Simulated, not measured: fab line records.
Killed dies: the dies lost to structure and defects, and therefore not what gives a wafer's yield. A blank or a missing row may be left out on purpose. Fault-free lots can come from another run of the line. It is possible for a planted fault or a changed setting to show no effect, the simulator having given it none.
Lot-split experiment	flow n5-finfet	7 lots, 21 wafers read, on a route of 1938 steps

== THE SPLIT ==
At N5_MOL_CONTACT_COAG_VIA_ETCH_117 (etches SiO2 in C4F6/O2, target depth 40 nm, overetch 8 nm, time 26 s), the setting bias-w was moved away from the recipe's 455 W on 10 of the 21 wafers read, by -17.0% to +8.6%. For the rest of the wafers, this setting stayed at what the recipe calls for.

The reading is taken at the split's own step.

== THE READING ==
rf-vpp-V, in V, at N5_MOL_CONTACT_COAG_VIA_ETCH_117 (etches SiO2 in C4F6/O2, target depth 40 nm, overetch 8 nm, time 26 s). Fault-free wafers of this fab line usually give 1598 V, standard deviation 17 V.

wafer	tool, chamber at the split	bias-w as run, W	against the recipe	rf-vpp-V, V	against lot-mates on the recipe
L075.3	rie-diel-05, 2	455	recipe	1572	-
L075.4	rie-diel-05, 2	401.7	-11.7%	1433	-139
L075.6	rie-diel-05, 1	401.7	-11.7%	1481	-91
L081.2	rie-diel-02, 1	494	+8.6%	1699	+80
L081.3	rie-diel-02, 0	494	+8.6%	1699	+80
L081.4	rie-diel-02, 2	455	recipe	1619	-
L083.2	rie-diel-05, 2	422.1	-7.2%	1510	-101
L083.3	rie-diel-05, 1	455	recipe	1625	-
L083.5	rie-diel-05, 3	455	recipe	1597	-
L087.1	rie-diel-05, 2	455	recipe	1599	-
L087.2	rie-diel-05, 3	455	recipe	1597	-
L087.5	rie-diel-05, 3	455	recipe	1596	-
L089.2	rie-diel-06, 2	421.9	-7.3%	1500	-113
L089.3	rie-diel-06, 0	421.9	-7.3%	1478	-135
L089.4	rie-diel-06, 3	455	recipe	1613	-
L091.3	rie-diel-06, 3	377.8	-17.0%	1402	-183
L091.5	rie-diel-06, 2	455	recipe	1585	-
L091.6	rie-diel-06, 1	377.8	-17.0%	1400	-185
L097.3	rie-diel-02, 2	455	recipe	1615	-
L097.4	rie-diel-02, 1	455	recipe	1595	-
L097.5	rie-diel-02, 3	494.1	+8.6%	1697	+92

FIT RESULTS
A straight line over all 21 wafers: rf-vpp-V changes by +12 V for each +1% of bias-w; r = +0.98; the points scatter about the line by 16 V.
The same after taking each lot's own level away (the mean of its wafers on the recipe; 21 wafers): +10.9 V for each +1%; r = +0.98; scatter 19 V.
That fit puts the effect of the largest move of bias-w on the reading at 1.8e+02 V.
The span of the lots' own levels, 1572.0 to 1619.0 V, comes to 2.8 times the standard deviation stated above.
So the lot-to-lot level changes the slope: the two fits differ.
Check: -192 V against its lot-mates is what the line predicts for one of the wafers moved furthest among these (-17.0%) when that wafer is left out of the fit. It came out at -183 V against them.
Tool readings at the split's step, against how far the setting was moved: rf-vpp-V r = +0.98.

== FURTHER SPLITS ON THESE WAFERS ==
These wafers also went through other splits before the reading. Each is held against what the fit with the lots' levels taken away leaves over:
other split on the same wafers	wafers away from the commonest value	r with rf-vpp-V (lot level and that fit taken away)
N5_SD_ACTIVATION_LSA_01 temp-c	6	+0.15
N5_SDB_EXPOSE_08 dose-mj	9	-0.14
N5_GATE_CUT_COAT_35 spin-rpm	5	-0.16
N5_GATE_CUT_EXPOSE_10 dose-mj	10	+0.09
N5_MOL_CONTACT_COAG_COAT_76 spin-rpm	6	+0.31
N5_MOL_CONTACT_COAG_ETCH_67 source-w	5	-0.41

== FILE'S OWN FIT ==
rf-vpp-V changes by +11.2 V for each +1% of bias-w, r = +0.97.
